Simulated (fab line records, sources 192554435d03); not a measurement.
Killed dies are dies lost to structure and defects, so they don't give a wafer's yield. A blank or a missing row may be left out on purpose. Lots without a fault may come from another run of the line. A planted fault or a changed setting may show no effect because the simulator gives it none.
One fault seen from 3 desks | flow n5_finfet | each desk has only its own numbers; what lay behind them comes last

THE TOOL OWNER'S DESK: rie_diel-02
The tool's own readings at N5_BEOL_M0_CUTY_DESCUM_61 (chemistry O2, time 7.9 s): means of the sampled wafers that have a number, for each lot that ran on this tool. A lot is out of limits, marked OUT, if its mean lies more than 4 standard deviations from the usual mean; the brackets give that distance. Of its 8 readings 7 are shown: those that lie furthest out on some lot.
Columns: A = chamber_pressure_mTorr at N5_BEOL_M0_CUTY_DESCUM_61, usual 19.999 mTorr; B = drypump_motor_current_A at N5_BEOL_M0_CUTY_DESCUM_61, usual 5.9 A; C = o2_flow_sccm at N5_BEOL_M0_CUTY_DESCUM_61, usual 225.0 sccm; D = oes_product_au at N5_BEOL_M0_CUTY_DESCUM_61, usual 0.81 a.u.; E = rf_fwd_power_W at N5_BEOL_M0_CUTY_DESCUM_61, usual 49.43 W; F = rf_vpp_V at N5_BEOL_M0_CUTY_DESCUM_61, usual 243.2 V; G = showerhead_plenum_p_Torr at N5_BEOL_M0_CUTY_DESCUM_61, usual 2.10 Torr
lot  | first seen here | A      | B   | C     | D    | E     | F     | G
L527 | day 9 03:33     | 20.012 | 5.9 | 224.9 | 0.77 | 49.30 | 242.3 | 2.12
L528 | day 9 06:06     | 20.006 | 6.2 | 224.4 | 0.82 | 49.41 | 243.8 | 2.13
L533 | day 10 13:44    | 19.990 | 6.2 | 224.8 | 0.81 | 49.67 | 241.6 | 2.13
This desk's finding: nothing out of limits on any of the 3 lots.

THE DEFECT DESK
What the inspections along the route counted, lot by lot: means of the sampled wafers that have a number. A lot is out of limits, marked OUT, if its mean lies more than 4 standard deviations from the usual mean; the brackets give that distance.
Columns: A = raw_defect_count at N5_BEOL_M0_CUTY_INSPECT_59, usual 2.2
lot  | first seen here | A
L514 | day 5 22:31     | 2.0
L517 | day 6 12:43     | 3.0
L522 | day 7 18:54     | 1.7
L527 | day 9 03:31     | 2.0
L528 | day 9 06:04     | 1.5
L533 | day 10 13:41    | 2.5
This desk's finding: nothing out of limits on any of the 6 lots.

THE METROLOGY DESK
What the gauges read, lot by lot, whatever tool the lot ran on: means of the sampled wafers that have a number. A lot is out of limits, marked OUT, if its mean lies more than 4 standard deviations from the usual mean; the brackets give that distance. Of its 12 readings 7 are shown: those that lie furthest out on some lot.
Columns: A = M0_ABLK_OVL at N5_BEOL_M0_CUTY_OVL_MEAS_58, usual 0.3 nm; B = DIBL_N at N5_BEOL_M4_RC_MEAS_101, usual 36.6 mV/V; C = DIBL_P at N5_BEOL_M4_RC_MEAS_101, usual 36.3 mV/V; D = IOFF_P at N5_BEOL_M4_RC_MEAS_101, usual 0.21 nA/um; E = ION_P at N5_BEOL_M4_RC_MEAS_101, usual 460 uA/um; F = SS_N at N5_BEOL_M4_RC_MEAS_101, usual 71.8 mV/dec; G = VT_P at N5_BEOL_M4_RC_MEAS_101, usual -250 mV
lot  | first seen here | A    | B    | C    | D    | E   | F    | G
L514 | day 5 22:28     | 0.4  | 36.7 | 36.7 | 0.17 | 451 | 71.5 | -256
L517 | day 6 12:40     | 0.6  | 36.6 | 36.7 | 0.23 | 464 | 71.6 | -251
L522 | day 7 18:50     | 0.6  | 33.9 | 33.8 | 0.19 | 458 | 70.5 | -253
L527 | day 9 03:28     | 0.4  | 39.8 | 37.8 | 0.22 | 456 | 72.9 | -250
L528 | day 9 06:01     | -0.1 | 35.0 | 35.4 | 0.18 | 454 | 72.0 | -254
L533 | day 10 13:38    | 1.1  | 36.4 | 36.0 | 0.17 | 452 | 71.2 | -256
This desk's finding: nothing out of limits on any of the 6 lots.

PUT TOGETHER
The tool owner's desk saw nothing out of limits.
The defect desk saw nothing out of limits.
The metrology desk saw nothing out of limits.

WHAT THE SIMULATOR HAD PUT IN
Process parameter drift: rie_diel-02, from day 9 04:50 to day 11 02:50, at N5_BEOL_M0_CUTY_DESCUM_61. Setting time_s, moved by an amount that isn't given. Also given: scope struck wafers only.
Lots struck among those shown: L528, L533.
